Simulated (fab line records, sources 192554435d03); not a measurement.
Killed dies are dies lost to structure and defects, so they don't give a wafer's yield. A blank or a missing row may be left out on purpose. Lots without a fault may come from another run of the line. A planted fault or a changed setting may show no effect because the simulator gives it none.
fab line records | flow n5_finfet
record lots=7 wafers=19 last_day=19
route steps=1938 shown MOL_CONTACT_COAG@567 BEOL_M4@1111 PASSIVATION@1936
lots that met no fault: from a run of the same line without faults
start_h: hours from the record's first day to the start of the lot's first wafer shown | wait_h: hours since the lot's step before | " the same as in the row above | L1.1+2: a row that stands for several wafers | - no value, or no start given | * or withheld: withheld | < > ~ a bound
route shown NAME@n: a module of which the file shows steps, and the number in the route of the first | usual: mean/standard deviation of fault-free wafers | same: alike in all rows | chamber/n: place in a boat | sites: the reading at each site | _std_site: their standard deviation | _edge_site: outer sites' mean less inner sites' | radius_mm: how far each site lies from the wafer's centre | mask NAME#n: copy n | behind: the tool/chamber that last shaped the wafer | hold: why the lot was held/for how many hours/how that ended | device: the transistor (n, p or np) that didn't switch | end of line: the same wafers' tests at the end of the route | a step without rows: its recipe alone | killed: dies lost to structure and defects at the first sort, not the wafer's yield | map: a wafer's dies, x killed, . not, _ none there
set.NAME: the setting as run; set.NAME@STEP: as run at that earlier step | model.NAME: the simulator's own value behind a step, which no gauge read
lots at some steps of the route; a table a step, a row a wafer
services: from which hour (start_h, from the record's first day; less than 0 if before it) a tool's chamber was out of use, for how many hours, and why
## steps
# step N5_MOL_CONTACT_COAG_COAT_78
# recipe resist=CAR-EUV spin_rpm=1500 resist_thk_nm=40
# step N5_MOL_CONTACT_COAG_EBR_80
# recipe solvent=PGMEA ebr_width_mm=1.5
# step N5_MOL_CONTACT_COAG_SOFTBAKE_79
# recipe temp_c=110 time_s=60 resist=CAR-EUV
# step N5_MOL_CONTACT_COAG_EXPOSE_81
# recipe mask_id=VG na=0.33 source_shape=annular sigma_inner=0.3 sigma_outer=0.7 polarization=unpolarized defocus_nm=0 dose_mj=59.5
# step N5_MOL_CONTACT_COAG_PEB_82
# recipe peb_temp_c=100 peb_time_s=60 resist=CAR-EUV
# step N5_MOL_CONTACT_COAG_DEVELOP_83
# recipe develop_time_s=30 developer=TMAH resist=CAR-EUV rinse_liquid=surfactant_rinse dry=air_spin dev_temp_c=23
# step N5_MOL_CONTACT_COAG_CD_MEAS_84
# recipe target_cd_nm=25.1 landing_energy_ev=500 detector=se_inlens polarity=opening
# usual cd_nm=25.11/0.23
# columns lot.wafer tool chamber start_h wait_h cd_nm
L554.1 cd_sem-01 0 109.27 - 25.32
L554.2 " 0 " " 25.15
L554.5 " 0 " " 25.34
L555.1 cd_sem-02 0 123.12 - 25.20
L555.2 " 0 " " 24.86
L555.3 " 0 " " 25.05
L557.2 cd_sem-01 0 132.56 - 24.92
L557.3 " 0 " " 25.09
L560.5 cd_sem-03 0 146.12 - 24.81
L560.6 " 0 " " 25.15
L569.2 cd_sem-01 0 202.15 - 25.10
L569.5 " 0 " " 25.23
L569.6 " 0 " " 25.43
L570.1 cd_sem-02 0 214.46 - 25.12
L570.4 " 0 " " 25.08
L570.6 " 0 " " 25.57
L575.2 cd_sem-02 0 238.00 - 24.95
L575.4 " 0 " " 25.17
L575.6 " 0 " " 25.33
# step N5_MOL_CONTACT_COAG_OVL_MEAS_85
# recipe points_per_wafer=522
# usual VG_OVL=0.0/0.6
# columns lot.wafer tool chamber start_h wait_h VG_OVL[nm]
L554.1 overlay-01 0 109.30 0.0 0.2
L554.2 " 0 " " -0.4
L554.5 " 0 " " 0.0
L555.1 overlay-01 0 123.15 0.0 -0.6
L555.2 " 0 " " -0.9
L555.3 " 0 " " -1.6
L557.2 overlay-02 0 132.59 0.0 0.1
L557.3 " 0 " " 1.0
L560.5 overlay-01 0 146.17 0.0 0.7
L560.6 " 0 " " 0.0
L569.2 overlay-02 0 202.18 0.0 0.9
L569.5 " 0 " " 0.8
L569.6 " 0 " " 0.3
L570.1 overlay-02 0 214.49 0.0 0.3
L570.4 " 0 " " 0.3
L570.6 " 0 " " 0.4
L575.2 overlay-02 0 238.04 0.0 -0.2
L575.4 " 0 " " -0.9
L575.6 " 0 " " -0.9
# step N5_MOL_CONTACT_COAG_INSPECT_57
# recipe mode=adi inspect_instrument=brightfield
# usual raw_defect_count=195/52
# columns lot.wafer tool chamber start_h wait_h raw_defect_count
L554.1 defect_inspect-02 - 109.35 0.1 247
L554.2 " - " " 206
L554.5 " - " " 174
L555.1 defect_inspect-02 - 123.21 0.1 191
L555.2 " - " " 260
L555.3 " - " " 203
L557.2 defect_inspect-02 - 132.64 0.0 258
L557.3 " - " " 201
L560.5 defect_inspect-01 - 146.21 0.0 254
L560.6 " - " " 186
L569.2 defect_inspect-01 - 202.24 0.0 213
L569.5 " - " " 220
L569.6 " - " " 213
L570.1 defect_inspect-02 - 214.55 0.1 209
L570.4 " - " " 314
L570.6 " - " " 232
L575.2 defect_inspect-01 - 238.10 0.1 169
L575.4 " - " " 156
L575.6 " - " " 149
# step N5_MOL_CONTACT_COAG_DESCUM_88
# recipe chemistry=O2 time_s=7 source_power_w=50 bias_power_w=20 pressure_mtorr=20 rf_frequency_hz=2.712e+07 temp_c=40 resist=CAR-EUV o2_flow_sccm=225
# usual drypump_motor_current_A=5.6/0.61 oes_product_au=0.81/0.082 rf_vpp_V=243.3/1.4 showerhead_plenum_p_Torr=2.10/0.068 throttle_valve_pct=20.40/0.26
# same time_s=7
# columns lot.wafer tool chamber start_h wait_h drypump_motor_current_A oes_product_au rf_hours_counter_h rf_vpp_V showerhead_plenum_p_Torr throttle_valve_pct
L554.1 rie_diel-04 2 109.39 0.0 4.9 0.69 216 240.4 1.98 20.44
L554.2 " 3 " " 6.2 0.78 148 244.7 2.19 20.62
L554.5 " 0 " " 6.2 0.74 - 243.0 2.09 20.74
L555.1 rie_diel-05 0 123.33 0.1 5.1 0.91 24 242.4 2.13 20.06
L555.2 " 1 " " 5.5 0.74 162 245.0 2.15 20.48
L555.3 " 2 " " 6.6 0.90 31 243.8 2.13 20.13
L557.2 rie_diel-04 2 132.68 0.0 4.9 0.69 226 241.7 1.97 20.43
L557.3 " 0 " " 6.2 0.74 174 243.6 2.09 20.76
L560.5 rie_diel-03 3 146.26 0.0 5.1 0.90 - 242.9 2.04 20.08
L560.6 " 2 " " 5.1 0.87 - 241.1 2.06 20.59
L569.2 rie_diel-04 1 202.36 0.1 6.3 0.90 22 244.3 2.13 19.93
L569.5 " 0 " " 6.2 0.72 - 243.0 2.08 20.80
L569.6 " 3 " " 6.2 0.74 - 244.3 2.17 20.67
L570.1 rie_diel-05 2 214.59 0.0 6.6 0.83 66 245.0 2.11 20.19
L570.4 " 0 " " 5.1 0.85 56 242.8 2.11 20.10
L570.6 " 1 " " 5.5 0.72 - 244.7 2.14 20.54
L575.2 rie_diel-03 3 238.13 0.0 5.1 0.85 51 242.1 2.03 20.13
L575.4 " 1 " " 4.7 0.82 77 242.5 2.01 20.52
L575.6 " 0 " " 5.7 0.92 - 245.3 2.23 20.36
# step N5_MOL_CONTACT_COAG_ETCH_89
# recipe chemistry=N2/H2 target=underlayer target_depth_a=130 mask_material=CAR-EUV time_s=10.4 ion_energy_ev=200 pressure_mtorr=30 source_w=840 bias_w=150 n2_flow_sccm=200 h2_flow_sccm=200 ends=cleared
# usual drypump_motor_current_A=5.6/0.61 etch_rf_on_time_s=10.35/0.24 oes_product_au=0.69/0.069 rf_vpp_V=524.0/2.3 showerhead_plenum_p_Torr=2.56/0.085 throttle_valve_pct=17.88/0.26
# columns lot.wafer tool chamber start_h wait_h drypump_motor_current_A etch_rf_on_time_s oes_product_au rf_hours_counter_h rf_vpp_V showerhead_plenum_p_Torr throttle_valve_pct
L554.1 rie_diel-04 2 109.42 0.0 4.9 10.63 0.60 216 520.5 2.39 17.77
L554.2 " 3 " " 6.2 10.54 0.65 148 526.9 2.65 18.02
L554.5 " 0 " " 6.1 10.41 0.63 - 523.0 2.53 18.13
L555.1 rie_diel-05 0 123.36 0.0 5.1 10.17 0.78 24 525.1 2.61 17.71
L555.2 " 1 " " 5.5 10.28 0.65 162 526.8 2.64 18.10
L555.3 " 2 " " 6.6 9.80 0.77 31 523.3 2.59 17.61
L557.2 rie_diel-04 2 132.71 0.0 4.9 10.70 0.59 226 519.7 2.39 17.78
L557.3 " 0 " " 6.2 10.34 0.63 174 523.2 2.53 18.16
L560.5 rie_diel-03 3 146.28 0.0 5.1 10.43 0.77 - 523.0 2.48 17.52
L560.6 " 2 " " 5.1 10.00 0.74 - 522.0 2.50 18.02
L569.2 rie_diel-04 1 202.40 0.0 6.3 10.45 0.77 22 525.6 2.60 17.41
L569.5 " 0 " " 6.2 10.51 0.61 - 523.8 2.52 18.20
L569.6 " 3 " " 6.2 10.71 0.63 - 526.5 2.64 18.10
L570.1 rie_diel-05 2 214.62 0.0 6.6 9.98 0.71 66 525.3 2.58 17.67
L570.4 " 0 " " 5.1 10.27 0.73 56 524.8 2.60 17.77
L570.6 " 1 " " 5.5 10.23 0.62 - 527.4 2.63 18.15
L575.2 rie_diel-03 3 238.17 0.0 5.1 10.36 0.72 51 522.6 2.47 17.56
L575.4 " 1 " " 4.7 10.19 0.69 77 521.0 2.47 18.19
L575.6 " 0 " " 5.7 10.28 0.78 - 526.7 2.71 17.78
# step N5_MOL_CONTACT_COAG_ETCH_90
# recipe chemistry=CF4 target=SiARC target_depth_a=130 mask_material=CAR-EUV time_s=21.7 ion_energy_ev=80 pressure_mtorr=40 source_w=545 bias_w=36 Ar_flow_sccm=100 cf4_flow_sccm=100 ends=cleared
# usual cf4_flow_sccm=100.01/0.29 drypump_motor_current_A=5.6/0.62 etch_rf_on_time_s=21.5/0.46 mfc_ar_sccm=99.99/0.29 oes_product_au=0.69/0.069 rf_vpp_V=184.1/1.1 showerhead_plenum_p_Torr=2.16/0.067 throttle_valve_pct=15.63/0.26
# columns lot.wafer tool chamber start_h wait_h cf4_flow_sccm drypump_motor_current_A etch_rf_on_time_s mfc_ar_sccm oes_product_au rf_hours_counter_h rf_vpp_V showerhead_plenum_p_Torr throttle_valve_pct
L554.1 rie_diel-04 2 109.44 0.0 100.19 4.9 22.0 100.56 0.60 216 182.1 2.05 15.82
L554.2 " 3 " " 99.28 6.2 21.8 99.49 0.67 148 184.7 2.24 15.83
L554.5 " 0 " " 100.30 6.2 21.6 100.30 0.63 - 184.8 2.15 15.93
L555.1 rie_diel-05 0 123.38 0.0 100.10 5.1 21.3 100.23 0.78 24 184.1 2.19 15.37
L555.2 " 1 " " 100.34 5.5 21.4 100.34 0.65 162 186.2 2.23 15.87
L555.3 " 2 " " 99.67 6.6 20.6 100.31 0.77 31 183.7 2.18 15.30
L557.2 rie_diel-04 2 132.73 0.0 100.18 4.9 22.2 100.13 0.59 226 183.6 2.05 15.82
L557.3 " 0 " " 99.92 6.2 21.6 99.90 0.63 174 183.9 2.15 15.95
L560.5 rie_diel-03 3 146.32 0.0 100.45 5.1 21.8 99.95 0.76 - 183.7 2.11 15.32
L560.6 " 2 " " 99.84 5.0 20.7 99.76 0.74 - 181.1 2.09 15.53
L569.2 rie_diel-04 1 202.42 0.0 99.96 6.2 21.7 99.74 0.77 22 184.5 2.19 15.20
L569.5 " 0 " " 100.04 6.2 21.9 100.42 0.61 - 182.3 2.14 15.99
L569.6 " 3 " " 99.78 6.2 22.4 99.83 0.62 - 184.9 2.23 15.88
L570.1 rie_diel-05 2 214.64 0.0 100.27 6.6 20.8 99.72 0.72 66 184.1 2.17 15.37
L570.4 " 0 " " 99.76 5.1 21.6 100.29 0.73 56 183.1 2.18 15.42
L570.6 " 1 " " 100.24 5.5 21.6 99.69 0.62 - 185.2 2.22 15.95
L575.2 rie_diel-03 3 238.19 0.0 99.72 5.1 21.4 99.55 0.73 51 184.7 2.10 15.39
L575.4 " 1 " " 100.53 4.7 21.3 99.97 0.70 77 184.1 2.08 15.73
L575.6 " 0 " " 99.93 5.7 20.8 100.26 0.79 - 184.7 2.27 15.50
# step N5_MOL_CONTACT_COAG_ALD_131
# recipe material=SiO2 target_thk_a=50 temp_c=100 ald_precursor_family=BDEAS ald_co_reactant=O2-plasma pulse_time_s=1 co_reactant_pulse_time_s=1 purge_time_s=2 co_reactant_purge_time_s=2 ald_cycles=35 pressure_torr=2
# usual ald_cycles=35/0 heater_power_outer_w=42/4.5 heater_power_w=79/7.6 precursor_pulse_height_rel=1.000/0.019 susceptor_temp_C=100.00/0.13
# same co_reactant_purge_time_s=2 purge_time_s=2
# columns lot.wafer tool chamber start_h wait_h ald_cycles heater_power_outer_w heater_power_w precursor_pulse_height_rel susceptor_temp_C model.SiO2_of_MOL_CONTACT_COAG_ALD_131.thk_nm
L554.1 ald_sin-02 0 109.56 0.1 35 36 71 1.019 100.07 5
L554.2 " 2 " " 35 50 92 0.997 99.96 5
L554.5 " 3 " " 35 43 82 1.031 100.01 5
L555.1 ald_sin-01 0 123.46 0.1 35 37 75 0.996 100.03 5
L555.2 " 1 " " 35 38 77 1.009 99.82 5
L555.3 " 2 " " 39 45 79 1.005 100.24 5.6
L557.2 ald_sin-01 1 132.81 0.1 35 37 76 0.972 99.98 5
L557.3 " 3 " " 39 43 82 0.979 100.00 5.6
L560.5 ald_sin-01 1 146.53 0.2 39 39 76 0.978 99.84 5.6
L560.6 " 0 " " 35 36 73 0.990 100.23 5
L569.2 ald_sin-02 1 202.50 0.1 35 47 93 0.985 100.14 5
L569.5 " 0 " " 35 36 72 0.988 99.85 5
L569.6 " 1 " " 35 49 94 0.973 99.89 5
L570.1 ald_sin-04 2 214.72 0.1 35 40 74 1.011 99.83 5
L570.4 " 3 " " 35 45 85 0.991 99.87 5
L570.6 " 2 " " 35 40 73 1.036 99.95 5
L575.2 ald_sin-01 2 238.27 0.1 35 47 86 1.009 100.00 5
L575.4 " 0 " " 35 36 73 0.991 99.99 5
L575.6 " 2 " " 35 48 86 1.036 100.17 5
# step N5_MOL_CONTACT_COAG_ETCHBACK_132
# recipe chemistry=CHF3 target=SiO2 target_depth_a=100 time_s=6.7 ion_energy_ev=200 pressure_mtorr=30 source_w=610 bias_w=170 Ar_flow_sccm=200 CHF3_flow_sccm=50
# usual drypump_motor_current_A=5.7/0.59 mfc_ar_sccm=200.1/0.61 oes_product_au=0.82/0.084 rf_vpp_V=521/9.9 showerhead_plenum_p_Torr=2.39/0.072 throttle_valve_pct=18.72/0.27
# same time_s=6.7
# columns lot.wafer tool chamber start_h wait_h drypump_motor_current_A mfc_ar_sccm oes_product_au rf_hours_counter_h rf_vpp_V showerhead_plenum_p_Torr throttle_valve_pct
L554.1 rie_diel-04 3 109.74 0.1 6.2 200.2 0.78 148 513 2.49 18.92
L554.2 " 2 " " 4.9 200.1 0.70 216 513 2.28 18.87
L554.5 " 0 " " 6.2 200.1 0.74 - 511 2.39 19.11
L555.1 rie_diel-05 2 123.64 0.1 6.6 199.7 0.90 31 528 2.42 18.41
L555.2 " 0 " " 5.1 200.4 0.90 24 522 2.43 18.45
L555.3 " 3 " " 5.7 200.0 0.87 37 517 2.31 18.38
L557.2 rie_diel-03 3 132.99 0.1 5.1 198.6 0.91 13 540 2.34 18.45
L557.3 " 2 " " 5.1 198.3 0.88 42 528 2.35 18.81
L560.5 rie_diel-04 2 146.74 0.1 4.9 200.1 0.68 - 513 2.27 18.88
L560.6 " 3 " " 6.2 201.0 0.76 - 511 2.48 18.94
L569.2 rie_diel-04 1 202.68 0.1 6.3 200.5 0.91 22 526 2.45 18.40
L569.5 " 0 " " 6.2 200.3 0.71 - 511 2.38 19.16
L569.6 " 1 " " 6.3 200.8 0.90 - 525 2.45 18.41
L570.1 rie_diel-04 3 214.91 0.1 6.2 200.6 0.74 191 512 2.47 18.99
L570.4 " 1 " " 6.3 200.4 0.90 - 526 2.45 18.41
L570.6 " 3 " " 6.2 200.6 0.73 - 513 2.47 18.99
L575.2 rie_diel-03 2 238.45 0.1 5.1 200.3 0.83 80 531 2.34 18.86
L575.4 " 3 " " 5.1 199.4 0.84 51 539 2.33 18.52
L575.6 " 3 " " 5.1 199.6 0.84 - 540 2.33 18.51
# step N5_BEOL_M4_RC_MEAS_101
# usual DIBL_N=36.4/1.9 DIBL_P=35.8/2.1 IOFF_N=0.158/0.029 IOFF_P=0.21/0.035 ION_N=676/14 ION_P=465/9.7 SS_N=71.5/0.66 SS_P=73.4/0.7 VT_N=249.8/3 VT_P=-250/3.3
# columns lot.wafer tool chamber start_h wait_h DIBL_N[mV/V] DIBL_P[mV/V] IOFF_N[nA/um] IOFF_P[nA/um] ION_N[uA/um] ION_P[uA/um] SS_N[mV/dec] SS_P[mV/dec] VT_N[mV] VT_P[mV]
L554.1 prober-02 0 202.12 0.0 36.5 35.0 0.147 0.22 665 451 71.7 72.8 249.6 -249
L554.2 " 0 " " 34.7 32.4 0.125 0.18 661 456 70.4 72.2 252.7 -250
L554.5 " 0 " " 36.7 36.0 0.161 0.23 686 472 70.8 73.4 250.3 -246
L555.1 prober-01 0 209.32 0.0 32.9 33.7 0.103 0.14 652 444 70.3 72.6 255.4 -258
L555.2 " 0 " " 35.0 36.4 0.132 0.17 679 460 70.6 72.8 248.9 -257
L555.3 " 0 " " 35.7 36.3 0.132 0.16 650 442 71.3 73.1 254.1 -257
L557.2 prober-01 0 226.16 0.2 34.3 32.2 0.113 0.18 676 473 70.4 72.4 255.0 -251
L557.3 " 0 " " 40.3 37.0 0.200 0.25 670 458 72.3 74.1 247.4 -249
L560.5 prober-02 0 242.84 0.6 36.1 34.8 0.142 0.20 670 466 72.4 73.4 253.8 -253
L560.6 " 0 " " 35.4 34.3 0.132 0.19 660 462 70.9 73.4 253.6 -251
L569.2 prober-02 0 286.67 0.2 37.8 38.3 0.185 0.27 685 471 72.7 73.7 249.9 -246
L569.5 " 0 " " 37.3 38.3 0.175 0.30 675 469 71.8 74.5 246.9 -243
L569.6 " 0 " " 36.2 36.8 0.164 0.25 675 465 71.2 73.8 249.4 -248
L570.1 prober-02 0 306.39 0.1 34.4 32.6 0.121 0.17 648 446 72.0 72.4 253.5 -252
L570.4 " 0 " " 34.6 32.4 0.133 0.16 664 452 70.5 72.7 250.4 -252
L570.6 " 0 " " 35.9 34.5 0.149 0.20 658 456 70.4 73.0 249.9 -251
L575.2 prober-01 0 346.27 0.2 30.9 29.8 0.100 0.14 672 468 70.3 71.4 256.7 -255
L575.4 " 0 " " 33.5 33.8 0.132 0.19 672 464 71.7 73.2 251.4 -251
L575.6 " 0 " " 33.1 33.7 0.130 0.18 678 471 71.8 72.7 251.7 -250
# step N5_PASSIVATION_PROBE_49
# usual defect_limited_yield=91.3/1.3 killed_at_M0_to_M3=34/9.1 killed_at_M4_up=14/5.6 killed_at_contacts=13/5.9 killed_at_front_end=39/11 killed_at_other=3.6/3 killed_dies=102/16 killed_open=68/12 killed_short=33/7.3 sort_bin_5_function=5.2/0.89 sort_bin_6_memory=3.2/0.68 sort_bin_8_speed=0.00/0.027 sort_n_pass=1078/16 sort_yield_pct=91.3/1.3
# same gross_dies=1180 killed_at_back_side=0 sort_bin_4_leakage[%]=0
# columns lot.wafer tool chamber start_h wait_h defect_limited_yield[%] killed_at_M0_to_M3 killed_at_M4_up killed_at_contacts killed_at_front_end killed_at_other killed_dies killed_open killed_short sort_bin_5_function[%] sort_bin_6_memory[%] sort_bin_8_speed[%] sort_n_pass sort_yield_pct[%]
L554.1 prober-02 - 313.42 0.0 90.8 51 11 9 31 6 108 66 40 5.4 3.6 0 1072 90.8
L554.2 prober-02 - 313.47 0.1 91.4 33 7 10 48 4 102 66 36 5.1 3.2 0 1078 91.4
L554.5 prober-02 - 313.62 0.2 93.1 32 8 10 29 2 81 52 28 4.1 2.5 0 1099 93.1
L555.1 prober-01 - 317.54 0.0 93.5 20 9 14 32 2 77 57 20 4.4 2.0 0 1103 93.5
L555.2 prober-01 - 317.59 0.1 93.1 33 9 15 24 0 81 58 23 3.8 3.0 0 1099 93.1
L555.3 prober-01 - 317.64 0.1 90.6 42 8 15 40 6 111 58 53 5.4 3.3 0 1069 90.6
L557.2 prober-01 - 332.52 0.1 92.5 28 13 4 41 3 89 59 30 5.3 1.9 0 1091 92.5
L557.3 prober-01 - 332.57 0.1 91.4 40 16 7 35 4 102 71 30 5.3 3.1 0 1078 91.4
L569.2 prober-01 - 399.97 0.1 91.0 40 11 16 34 5 106 77 29 5.8 2.9 0 1074 91.0
L569.5 prober-01 - 400.12 0.2 92.0 25 15 9 43 2 94 66 28 4.4 3.4 0 1086 92.0
L569.6 prober-01 - 400.17 0.3 91.0 40 21 7 31 7 106 74 32 4.4 4.3 0 1074 91.0
L575.2 prober-02 - 462.52 0.1 91.6 33 11 13 41 1 99 68 30 4.5 3.6 0 1081 91.6
L575.4 prober-02 - 462.62 0.2 91.9 35 10 14 34 2 95 66 29 4.2 3.7 0 1085 91.9
L575.6 prober-02 - 462.72 0.3 91.2 41 22 10 26 5 104 69 32 5.2 3.2 0 1076 91.2
# killed by level:class
L554.1 BEOL_M2:geometric_particle:open=14 BEOL_M3:geometric_particle:open=10 MOL_CONTACT_COAG:geometric_particle:open=6 GATE_CUT:geometric_particle:short=6 BEOL_M1:geometric_particle:open=6 BEOL_M4:geometric_particle:open=6 BEOL_M2:geometric_particle:short=5 FIN_SAQP:geometric_particle:open=4
L554.2 STI_FIN_REVEAL:geometric_particle:open=20 GATE_CUT:geometric_particle:short=8 BEOL_M3:geometric_particle:open=8 MOL_CONTACT_COAG:geometric_particle:open=7 BEOL_M2:geometric_particle:open=7 FIN_SAQP:geometric_particle:open=6 FIN_SAQP:geometric_particle:short=5 BEOL_M0_SAQP:geometric_particle:short=5
L554.5 MOL_CONTACT_COAG:geometric_particle:open=8 STI_FIN_REVEAL:geometric_particle:open=7 BEOL_M2:geometric_particle:open=7 BEOL_M0_SAQP:geometric_particle:open=6 GATE_CUT:geometric_particle:short=5 BEOL_M1:geometric_particle:short=5 BEOL_M3:geometric_particle:open=5 FIN_SAQP:geometric_particle:short=3
L555.1 FIN_SAQP:geometric_particle:open=13 MOL_CONTACT_COAG:geometric_particle:open=10 BEOL_M0_SAQP:geometric_particle:short=6 BEOL_M4:geometric_particle:open=5 BEOL_M2:geometric_particle:open=5 MOL_CONTACT_COAG:geometric_particle:short=4 BEOL_M1:geometric_particle:open=4 DUMMY_GATE:geometric_particle:open=3
L555.2 MOL_CONTACT_COAG:geometric_particle:open=15 BEOL_M0_SAQP:geometric_particle:open=10 BEOL_M0_SAQP:geometric_particle:short=7 BEOL_M1:geometric_particle:open=6 FIN_SAQP:geometric_particle:short=5 FIN_SAQP:geometric_particle:open=5 BEOL_M2:geometric_particle:open=4 BEOL_M4:geometric_particle:open=3
L555.3 BEOL_M0_SAQP:geometric_particle:short=17 FIN_SAQP:geometric_particle:short=15 MOL_CONTACT_COAG:geometric_particle:open=11 DUMMY_GATE:geometric_particle:open=9 BEOL_M0_SAQP:geometric_particle:open=8 BEOL_M2:geometric_particle:open=5 BEOL_M6:geometric_particle:open=5 FIN_SAQP:geometric_particle:open=4
L557.2 BEOL_M0_SAQP:geometric_particle:short=8 FIN_SAQP:geometric_particle:open=7 STI_FIN_REVEAL:geometric_particle:open=7 BEOL_M0_SAQP:geometric_particle:open=6 STARTING-WAFER:geometric_particle:open=5 ILD0:geometric_particle:open=4 BEOL_M2:geometric_particle:open=4 MOL_CONTACT_COAG:geometric_particle:open=4
L557.3 BEOL_M0_SAQP:geometric_particle:open=11 BEOL_M0_SAQP:geometric_particle:short=8 BEOL_M1:geometric_particle:open=8 BEOL_M4:geometric_particle:open=8 MOL_CONTACT_COAG:geometric_particle:open=7 STI_FIN_REVEAL:geometric_particle:open=6 GATE_CUT:geometric_particle:short=5 STARTING-WAFER:geometric_particle:open=5
L569.2 MOL_CONTACT_COAG:geometric_particle:open=15 BEOL_M0_SAQP:geometric_particle:short=11 BEOL_M0_SAQP:geometric_particle:open=11 STI_FIN_REVEAL:geometric_particle:open=9 BEOL_M1:geometric_particle:open=7 GATE_CUT:geometric_particle:open=7 FIN_SAQP:geometric_particle:open=4 DUMMY_GATE:geometric_particle:open=4
L569.5 STI_FIN_REVEAL:geometric_particle:open=11 MOL_CONTACT_COAG:geometric_particle:open=9 BEOL_M4:geometric_particle:open=9 BEOL_M0_SAQP:geometric_particle:open=8 GATE_CUT:geometric_particle:short=6 BEOL_M2:geometric_particle:open=6 FIN_SAQP:geometric_particle:short=4 DUMMY_GATE:geometric_particle:open=4
L569.6 BEOL_M1:geometric_particle:open=14 BEOL_M4:geometric_particle:open=13 BEOL_M0_SAQP:geometric_particle:open=8 FIN_SAQP:geometric_particle:short=7 DUMMY_GATE:geometric_particle:open=5 BEOL_M2:geometric_particle:open=5 GATE_CUT:geometric_particle:open=4 MOL_CONTACT_COAG:geometric_particle:open=4
L575.2 STI_FIN_REVEAL:geometric_particle:open=19 MOL_CONTACT_COAG:geometric_particle:open=12 BEOL_M3:geometric_particle:open=11 BEOL_M2:geometric_particle:open=9 FIN_SAQP:geometric_particle:short=7 BEOL_M3:geometric_particle:short=5 BEOL_M0_SAQP:geometric_particle:short=4 FIN_SAQP:geometric_particle:open=3
L575.4 BEOL_M3:geometric_particle:open=14 MOL_CONTACT_COAG:geometric_particle:open=11 STI_FIN_REVEAL:geometric_particle:open=8 FIN_SAQP:geometric_particle:short=6 BEOL_M0_SAQP:geometric_particle:short=5 BEOL_M0_SAQP:geometric_particle:open=5 BEOL_M2:geometric_particle:open=5 BEOL_M1:geometric_particle:open=4
L575.6 BEOL_M2:geometric_particle:open=18 MOL_CONTACT_COAG:geometric_particle:open=10 STI_FIN_REVEAL:geometric_particle:open=7 BEOL_M2:geometric_particle:short=6 BEOL_M4:geometric_particle:short=6 BEOL_M0_SAQP:geometric_particle:open=5 BEOL_M3:geometric_particle:open=5 BEOL_M4:geometric_particle:open=5
## services
# columns tool chamber start_h hours kind
rie_diel-04 1 120.51 - clean
rie_diel-04 1 120.51 - consumable_replace:focus_ring
rie_diel-04 1 120.51 22.1 scheduled_down
rie_diel-04 1 120.51 22.1 vent_cycle
ald_sin-02 2 121.53 6.1 repair
ald_sin-01 3 122.03 7.9 repair
rie_diel-03 0 134.87 - clean
rie_diel-03 0 134.87 - consumable_replace:focus_ring
rie_diel-03 0 134.87 - consumable_replace:showerhead
rie_diel-03 0 134.87 27.9 scheduled_down
rie_diel-03 0 134.87 27.9 vent_cycle
rie_diel-04 0 147.84 10.7 repair
ald_sin-02 1 175.63 16.9 repair
ald_sin-01 - 178.88 14.0 pm
ald_sin-01 0 178.88 14.0 vent_cycle
rie_diel-04 2 196.02 - clean
rie_diel-04 2 196.02 - consumable_replace:focus_ring
rie_diel-04 2 196.02 - consumable_replace:showerhead
rie_diel-04 2 196.02 23.0 scheduled_down
rie_diel-04 2 196.02 23.0 vent_cycle
ald_sin-01 - 210.40 4.3 pm
rie_diel-04 2 224.75 4.2 repair
rie_diel-04 1 232.41 6.1 repair
ald_sin-04 1 236.64 6.2 repair
## key
first_sign step=N5_MOL_CONTACT_COAG_ALD_131 reading=ald_cycles direction=up sigmas=99+ usual=* struck=*
effect none on later readings
model_effect step=N5_MOL_CONTACT_COAG_ALD_131 value=SiO2_of_MOL_CONTACT_COAG_ALD_131.thk_nm without=5 struck=5.6
met_at N5_MOL_CONTACT_COAG_ALD_131
struck_wafers L555.3,L557.3,L560.5
fault kind=process_parameter_drift tool=ald_sin-01 chamber=- onset_h=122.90 steps=N5_MOL_CONTACT_COAG_ALD_131 channel=ald_cycles offset=* shape=step end_h=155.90 scope=struck_wafers_only acts_in=* stated=*
